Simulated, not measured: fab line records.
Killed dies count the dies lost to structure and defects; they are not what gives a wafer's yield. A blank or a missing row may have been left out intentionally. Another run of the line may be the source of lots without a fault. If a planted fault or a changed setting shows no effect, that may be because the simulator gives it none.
Matching of chambers || flow nand-harc || 4 sister chambers for NHARC_A_ZERO_WELL_ETCH_19 on rie-diel-02
The step etches the open film in N2/H2, target depth 80 nm, overetch 24 nm, time 87.88 s. 14 wafers are shown with their chamber, then 7 later ones without.

WAFERS PAIRED WITH THEIR CHAMBERS
{"wafer": "L077.2", "chamber": 0, "drypump-motor-current-A (A)": 5.9, "rf-vpp-V (V)": 434.7, "oes-product-au (a.u.)": 1.019}
{"wafer": "L077.4", "chamber": 1, "drypump-motor-current-A (A)": 6.5, "rf-vpp-V (V)": 427.9, "oes-product-au (a.u.)": 0.985}
{"wafer": "L077.6", "chamber": 0, "drypump-motor-current-A (A)": 5.9, "rf-vpp-V (V)": 433.4, "oes-product-au (a.u.)": 1.020}
{"wafer": "L082.1", "chamber": 3, "drypump-motor-current-A (A)": 5.8, "rf-vpp-V (V)": 431.7, "oes-product-au (a.u.)": 1.017}
{"wafer": "L082.3", "chamber": 1, "drypump-motor-current-A (A)": 6.5, "rf-vpp-V (V)": 428.7, "oes-product-au (a.u.)": 0.968}
{"wafer": "L082.4", "chamber": 2, "drypump-motor-current-A (A)": 5.9, "rf-vpp-V (V)": 434.8, "oes-product-au (a.u.)": 0.998}
{"wafer": "L083.2", "chamber": 3, "drypump-motor-current-A (A)": 5.8, "rf-vpp-V (V)": 430.7, "oes-product-au (a.u.)": 1.023}
{"wafer": "L083.3", "chamber": 2, "drypump-motor-current-A (A)": 5.9, "rf-vpp-V (V)": 433.9, "oes-product-au (a.u.)": 1.000}
{"wafer": "L083.4", "chamber": 0, "drypump-motor-current-A (A)": 5.9, "rf-vpp-V (V)": 435.2, "oes-product-au (a.u.)": 1.013}
{"wafer": "L086.1", "chamber": 1, "drypump-motor-current-A (A)": 6.5, "rf-vpp-V (V)": 428.9, "oes-product-au (a.u.)": 0.987}
{"wafer": "L086.2", "chamber": 3, "drypump-motor-current-A (A)": 5.8, "rf-vpp-V (V)": 429.8, "oes-product-au (a.u.)": 1.011}
{"wafer": "L086.4", "chamber": 0, "drypump-motor-current-A (A)": 6.0, "rf-vpp-V (V)": 434.5, "oes-product-au (a.u.)": 1.010}
{"wafer": "L087.2", "chamber": 2, "drypump-motor-current-A (A)": 5.9, "rf-vpp-V (V)": 434.2, "oes-product-au (a.u.)": 0.980}
{"wafer": "L087.3", "chamber": 3, "drypump-motor-current-A (A)": 5.8, "rf-vpp-V (V)": 432.0, "oes-product-au (a.u.)": 1.017}

SIGNATURES (averages over the wafers above)
{"reading": "drypump-motor-current-A", "chamber 0": 5.925, "chamber 1": 6.500, "chamber 2": 5.900, "chamber 3": 5.800, "scatter within a chamber": 0.0274}
{"reading": "rf-vpp-V", "chamber 0": 434.450, "chamber 1": 428.500, "chamber 2": 434.300, "chamber 3": 431.050, "scatter within a chamber": 0.756}
{"reading": "oes-product-au", "chamber 0": 1.01550, "chamber 1": 0.98000, "chamber 2": 0.99267, "chamber 3": 1.01700, "scatter within a chamber": 0.00776}
Rule: distance of a wafer from a chamber = root of the sum over the readings of ((wafer's reading minus chamber's mean) / reading's scatter) squared. The wafer belongs to the nearest chamber; if the next one is less than 2 further off, it can't be placed. The scatter: take each reading less its chamber's mean, square it, sum over the shown wafers, divide by the number of wafers less the number of chambers, and take the root.

WAFERS WITHOUT THEIR CHAMBER
{"wafer": "L087.4", "drypump-motor-current-A (A)": 5.9, "rf-vpp-V (V)": 434.9, "oes-product-au (a.u.)": 1.006}
{"wafer": "L095.1", "drypump-motor-current-A (A)": 5.8, "rf-vpp-V (V)": 429.7, "oes-product-au (a.u.)": 0.997}
{"wafer": "L095.4", "drypump-motor-current-A (A)": 6.5, "rf-vpp-V (V)": 428.3, "oes-product-au (a.u.)": 0.985}
{"wafer": "L095.6", "drypump-motor-current-A (A)": 5.9, "rf-vpp-V (V)": 433.9, "oes-product-au (a.u.)": 1.013}
{"wafer": "L097.2", "drypump-motor-current-A (A)": 6.5, "rf-vpp-V (V)": 428.9, "oes-product-au (a.u.)": 0.998}
{"wafer": "L097.4", "drypump-motor-current-A (A)": 5.8, "rf-vpp-V (V)": 431.0, "oes-product-au (a.u.)": 0.999}
{"wafer": "L097.5", "drypump-motor-current-A (A)": 5.8, "rf-vpp-V (V)": 430.9, "oes-product-au (a.u.)": 1.008}

WHICH CHAMBER EACH WENT THROUGH
{"wafer": "L087.4", "from the rows above": "can't be placed: 0 or 2", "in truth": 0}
{"wafer": "L095.1", "from the rows above": 3, "in truth": 3}
{"wafer": "L095.4", "from the rows above": 1, "in truth": 1}
{"wafer": "L095.6", "from the rows above": "can't be placed: 0 or 2", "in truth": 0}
{"wafer": "L097.2", "from the rows above": 1, "in truth": 1}
{"wafer": "L097.4", "from the rows above": 3, "in truth": 3}
{"wafer": "L097.5", "from the rows above": 3, "in truth": 3}
Correct placement for 5 of the 7. Can't be placed from these rows: 2 (the true chamber is among the candidates in 2). Wrongly placed: 0.
